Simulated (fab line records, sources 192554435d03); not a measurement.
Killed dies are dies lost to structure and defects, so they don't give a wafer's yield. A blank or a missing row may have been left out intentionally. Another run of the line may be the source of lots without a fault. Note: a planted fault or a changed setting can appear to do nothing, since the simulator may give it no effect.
What tool caused it? ; flow n5-finfet ; 23 lots, 69 wafers sampled, at 4 steps of a route of 1938

== WHAT THE GAUGES READ, wafer by wafer ==
N5_BEOL_M15_INSPECT_55: inspects for defects (darkfield).
lot;measured;on;raw-defect-count
L074;day 11 16:27;defect-inspect-01;60 65 78
L076;day 11 21:47;defect-inspect-02;45 40 43
L078;day 12 11:10;defect-inspect-02;46 49 71
L077;day 12 14:34;defect-inspect-01;44 74 33
L079;day 12 20:37;defect-inspect-02;63 35 82
L080;day 13 03:40;defect-inspect-02;62 50 67
L081;day 13 06:53;defect-inspect-02;70 109 99
L083;day 13 12:14;defect-inspect-01;57 103 49
L082;day 13 12:29;defect-inspect-02;82 44 57
L084;day 13 13:56;defect-inspect-01;98 97 66
L086;day 14 18:14;defect-inspect-02;41 45 52
L085;day 14 18:58;defect-inspect-02;63 56 48
L087;day 14 19:47;defect-inspect-01;44 59 30
L088;day 15 00:13;defect-inspect-02;83 39 46
L090;day 15 02:21;defect-inspect-01;51 55 53
L089;day 15 12:29;defect-inspect-02;62 40 71
L091;day 16 01:46;defect-inspect-01;60 80 123
L092;day 16 04:35;defect-inspect-02;39 54 104
L093;day 16 12:17;defect-inspect-01;96 92 102
L094;day 16 17:07;defect-inspect-01;112 61 77
L095;day 16 23:24;defect-inspect-01;83 59 84
L096;day 17 00:01;defect-inspect-02;55 108 55
L097;day 17 05:54;defect-inspect-01;72 92 74

== WHICH TOOL RAN EACH LOT (tool, then ch and the chambers of the sampled wafers, then the start) ==
lot;N5_BEOL_M15_DESCUM_33;N5_BEOL_M15_ETCH_61;N5_BEOL_M15_STRIP_37
L074;rie-diel-02 ch 2,3, day 11 12:26;rie-diel-02 ch 2,3, day 11 12:28;rie-diel-02 ch 2,3, day 11 16:27 or earlier
L076;rie-diel-06 ch 1,2,3, day 11 18:20;rie-diel-06 ch 1,2,3, day 11 18:23;rie-diel-06 ch 1,2,3, day 11 21:47 or earlier
L078;rie-diel-02 ch 1,2, day 12 07:35;rie-diel-02 ch 1,2, day 12 07:37;rie-diel-01 ch 1,2, day 12 11:10 or earlier
L077;rie-diel-06 ch 2,3, day 12 09:35;rie-diel-06 ch 2,3, day 12 09:37;rie-diel-01 ch 1,2,3, day 12 14:34 or earlier
L079;rie-diel-06 ch 0,1, day 12 18:19;rie-diel-06 ch 0,1, day 12 18:22;rie-diel-06 ch 2,3, day 12 20:37 or earlier
L080;rie-diel-01 ch 0,3, day 13 01:38;rie-diel-01 ch 0,3, day 13 01:40;rie-diel-06 ch 0,2,3, day 13 03:40 or earlier
L081;rie-diel-06 ch 1,2, day 13 02:45;rie-diel-06 ch 1,2, day 13 02:47;rie-diel-02 ch 1,3, day 13 06:53 or earlier
L083;rie-diel-02 ch 0,2, day 13 08:34;rie-diel-02 ch 0,2, day 13 08:35;rie-diel-02 ch 0,1,3, day 13 12:14 or earlier
L082;rie-diel-06 ch 0,1,2, day 13 09:18;rie-diel-06 ch 0,1,2, day 13 09:20;rie-diel-01 ch 0,1,2, day 13 12:29 or earlier
L084;rie-diel-01 ch 2,3, day 13 09:30;rie-diel-01 ch 2,3, day 13 09:32;rie-diel-01 ch 1,2, day 13 13:56 or earlier
L086;rie-diel-01 ch 1,3, day 14 13:13;rie-diel-01 ch 1,3, day 14 13:16;rie-diel-02 ch 1,2, day 14 18:14 or earlier
L085;rie-diel-06 ch 1,2, day 14 14:14;rie-diel-06 ch 1,2, day 14 14:16;rie-diel-01 ch 0,1, day 14 18:58 or earlier
L087;rie-diel-01 ch 0,1,2, day 14 15:17;rie-diel-01 ch 0,1,2, day 14 15:20;rie-diel-06 ch 0,1,2, day 14 19:47 or earlier
L088;rie-diel-02 ch 0,2,3, day 14 21:23;rie-diel-02 ch 0,2,3, day 14 21:26;rie-diel-06 ch 0,1,2, day 15 00:13 or earlier
L090;rie-diel-06 ch 0,2, day 14 23:37;rie-diel-06 ch 0,2, day 14 23:38;rie-diel-01 ch 0,2,3, day 15 02:21 or earlier
L089;rie-diel-02 ch 0,1, day 15 09:20;rie-diel-02 ch 0,1, day 15 09:23;rie-diel-01 ch 0,2, day 15 12:29 or earlier
L091;rie-diel-01 ch 0,2,3, day 15 17:46;rie-diel-01 ch 0,2,3, day 15 17:48;rie-diel-01 ch 0,1,3, day 16 01:46 or earlier
L092;rie-diel-06 ch 1,2,3, day 15 22:07;rie-diel-06 ch 1,2,3, day 15 22:09;rie-diel-02 ch 1,2,3, day 16 04:35 or earlier
L093;rie-diel-02 ch 0,1,3, day 16 05:20;rie-diel-02 ch 0,1,3, day 16 05:22;rie-diel-06 ch 1,3, day 16 12:17 or earlier
L094;rie-diel-06 ch 0,1, day 16 14:01;rie-diel-06 ch 0,1, day 16 14:03;rie-diel-02 ch 0,2,3, day 16 17:07 or earlier
L095;rie-diel-01 ch 1,2, day 16 19:16;rie-diel-01 ch 1,2, day 16 19:18;rie-diel-06 ch 0,1,2, day 16 23:24 or earlier
L096;rie-diel-02 ch 0,1,2, day 16 21:49;rie-diel-02 ch 0,1,2, day 16 21:52;rie-diel-02 ch 0,2,3, day 17 00:01 or earlier
L097;rie-diel-01 ch 1,2,3, day 16 22:11;rie-diel-01 ch 1,2,3, day 16 22:13;rie-diel-02 ch 0,1,2, day 17 05:54 or earlier
- N5_BEOL_M15_DESCUM_33: chemistry O2, time 7.9 s.
- N5_BEOL_M15_ETCH_61: etches BARC in N2/H2, target depth 89 nm, overetch 26.7 nm, time 67.9 s.
- N5_BEOL_M15_STRIP_37: strips in O2.

== AS READ BY THE TOOLS THEMSELVES (means over the sampled wafers that have a number; for cases with no such wafer, the mark the record gives instead) ==
N5_BEOL_M15_DESCUM_33.
lot;tool;bias-power-w (W);chamber-pressure-mTorr (mTorr);drypump-motor-current-A (A);oes-product-au (a.u.);rf-vpp-V (V);showerhead-plenum-p-Torr (Torr);throttle-valve-pct (%)
L074;rie-diel-02;20.00;20.006;5.7;0.88;243.5;2.11;20.36
L076;rie-diel-06;20.01;19.997;6.1;0.73;245.1;2.19;20.63
L078;rie-diel-02;19.96;19.998;6.1;0.83;241.7;2.03;20.23
L077;rie-diel-06;20.00;20.016;6.2;0.71;245.2;2.17;20.66
L079;rie-diel-06;19.99;20.010;5.7;0.73;243.0;2.12;20.61
L080;rie-diel-01;19.98;20.010;5.5;0.82;242.9;2.07;20.33
L081;rie-diel-06;19.98;20.013;6.0;0.71;244.6;2.19;20.61
L083;rie-diel-02;20.03;20.009;5.8;0.85;243.2;2.10;20.20
L082;rie-diel-06;20.01;20.001;5.8;0.72;244.2;2.15;20.58
L084;rie-diel-01;20.09;19.995;5.8;0.73;244.0;2.17;20.45
L086;rie-diel-01;20.03;19.999;6.0;0.87;243.5;2.09;20.63
L085;rie-diel-06;19.94;19.987;6.0;0.72;244.4;2.18;20.64
L087;rie-diel-01;20.01;20.006;5.5;0.82;242.8;2.07;20.52
L088;rie-diel-02;19.99;20.013;5.8;0.86;243.5;2.13;20.27
L090;rie-diel-06;19.96;20.013;5.7;0.73;243.4;2.11;20.56
L089;rie-diel-02;20.03;20.016;6.1;0.89;243.4;2.09;20.11
L091;rie-diel-01;20.00;19.978;5.6;0.76;243.8;2.11;20.43
L092;rie-diel-06;19.96;20.001;6.1;0.81;243.7;2.18;20.53
L093;rie-diel-02;19.97;20.018;5.8;0.87;244.4;2.13;20.23
L094;rie-diel-06;20.02;19.993;5.9;0.70;243.5;2.15;20.69
L095;rie-diel-01;19.99;19.994;5.8;0.82;243.0;2.08;20.68
L096;rie-diel-02;19.97;20.001;6.0;0.84;243.2;2.09;20.18
L097;rie-diel-01;20.03;20.011;5.9;0.78;243.7;2.12;20.57

N5_BEOL_M15_ETCH_61.
lot;tool;chamber-pressure-mTorr (mTorr);drypump-motor-current-A (A);oes-product-au (a.u.);rf-vpp-V (V);showerhead-plenum-p-Torr (Torr);throttle-valve-pct (%)
L074;rie-diel-02;29.97;5.6;0.74;524.3;2.55;17.75
L076;rie-diel-06;29.99;6.1;0.62;526.3;2.63;17.91
L078;rie-diel-02;30.01;6.1;0.70;522.1;2.46;17.64
L077;rie-diel-06;30.00;6.2;0.62;526.6;2.62;17.89
L079;rie-diel-06;30.02;5.7;0.62;525.2;2.56;18.00
L080;rie-diel-01;30.01;5.5;0.70;523.6;2.53;17.87
L081;rie-diel-06;29.99;6.0;0.61;526.6;2.64;17.97
L083;rie-diel-02;30.01;5.8;0.72;523.7;2.53;17.53
L082;rie-diel-06;30.00;5.9;0.62;525.1;2.60;18.02
L084;rie-diel-01;30.02;5.8;0.63;526.8;2.65;18.05
L086;rie-diel-01;29.99;6.0;0.74;523.6;2.56;18.18
L085;rie-diel-06;30.02;6.0;0.61;526.0;2.63;18.00
L087;rie-diel-01;29.99;5.5;0.70;523.5;2.53;18.05
L088;rie-diel-02;30.00;5.7;0.73;524.7;2.58;17.60
L090;rie-diel-06;29.98;5.7;0.62;525.7;2.56;18.07
L089;rie-diel-02;30.02;6.2;0.75;523.3;2.54;17.52
L091;rie-diel-01;30.01;5.7;0.65;523.9;2.59;18.00
L092;rie-diel-06;30.01;6.1;0.68;525.8;2.62;17.83
L093;rie-diel-02;29.99;5.8;0.74;525.0;2.58;17.60
L094;rie-diel-06;30.02;5.9;0.59;524.9;2.58;18.02
L095;rie-diel-01;29.97;5.8;0.71;522.3;2.54;18.23
L096;rie-diel-02;30.00;6.0;0.72;523.1;2.53;17.55
L097;rie-diel-01;29.99;6.0;0.67;525.4;2.59;18.16

N5_BEOL_M15_STRIP_37.
lot;tool;chamber-pressure-mTorr (mTorr);drypump-motor-current-A (A);oes-product-au (a.u.);rf-vpp-V (V);showerhead-plenum-p-Torr (Torr);throttle-valve-pct (%)
L074;rie-diel-02;30.00;5.8;0.84;4.0;2.08;16.54
L076;rie-diel-06;30.00;6.1;0.73;4.2;2.19;16.85
L078;rie-diel-01;30.03;5.7;0.81;3.6;2.12;16.78
L077;rie-diel-01;30.00;5.9;0.82;3.5;2.14;16.73
L079;rie-diel-06;30.01;6.1;0.74;2.7;2.18;16.80
L080;rie-diel-06;30.02;6.0;0.73;2.9;2.15;16.87
L081;rie-diel-02;29.98;6.1;0.88;3.1;2.07;16.45
L083;rie-diel-02;30.01;5.8;0.91;3.4;2.14;16.40
L082;rie-diel-01;29.99;5.6;0.84;3.8;2.07;16.74
L084;rie-diel-01;30.01;5.8;0.86;3.4;2.09;16.85
L086;rie-diel-02;30.01;6.2;0.83;3.9;2.03;16.46
L085;rie-diel-01;30.01;5.7;0.88;4.3;2.03;16.78
L087;rie-diel-06;30.01;5.8;0.72;4.0;2.15;16.83
L088;rie-diel-06;30.01;5.8;0.72;3.3;2.15;16.85
L090;rie-diel-01;30.03;5.6;0.77;4.4;2.12;16.66
L089;rie-diel-01;30.01;5.4;0.75;4.0;2.11;16.71
L091;rie-diel-01;29.98;5.7;0.82;3.2;2.08;16.72
L092;rie-diel-02;30.00;5.9;0.83;4.2;2.06;16.54
L093;rie-diel-06;30.03;6.3;0.88;3.8;2.18;16.66
L094;rie-diel-02;30.00;5.7;0.84;3.4;2.13;16.49
L095;rie-diel-06;29.98;5.9;0.71;3.7;2.15;16.86
L096;rie-diel-02;29.99;5.7;0.83;3.5;2.13;16.50
L097;rie-diel-02;30.03;6.0;0.83;3.7;2.09;16.43

== THE ANSWER, worked out from the rows above alone ==
Rule: what is usual is taken from the lots themselves. Put in order of their means at a reading, lots are off if they are a third of the lots or fewer, leave a main group of 4 or more, and stand apart from it by a gap of 3 or more times the standard deviation of the main group's means; of several such gaps the widest counts. If all means in a main group match to the digits the tables above print for the reading, that group is not used. Also off: a lot with no number at a reading for which 4 or more lots have one. The other lots that the step has rows for count as sound. Order of review: gauges by route order, followed by the tools' own readings, for which a lot's mean as printed above is used. The first step at which some lot is off is used, and at that step the reading that is off furthest; a lot without a number counts as furthest.
No lot is off on any of the readings shown, so nothing can be concluded from this.

== WHAT THE SIMULATOR PUT IN ==
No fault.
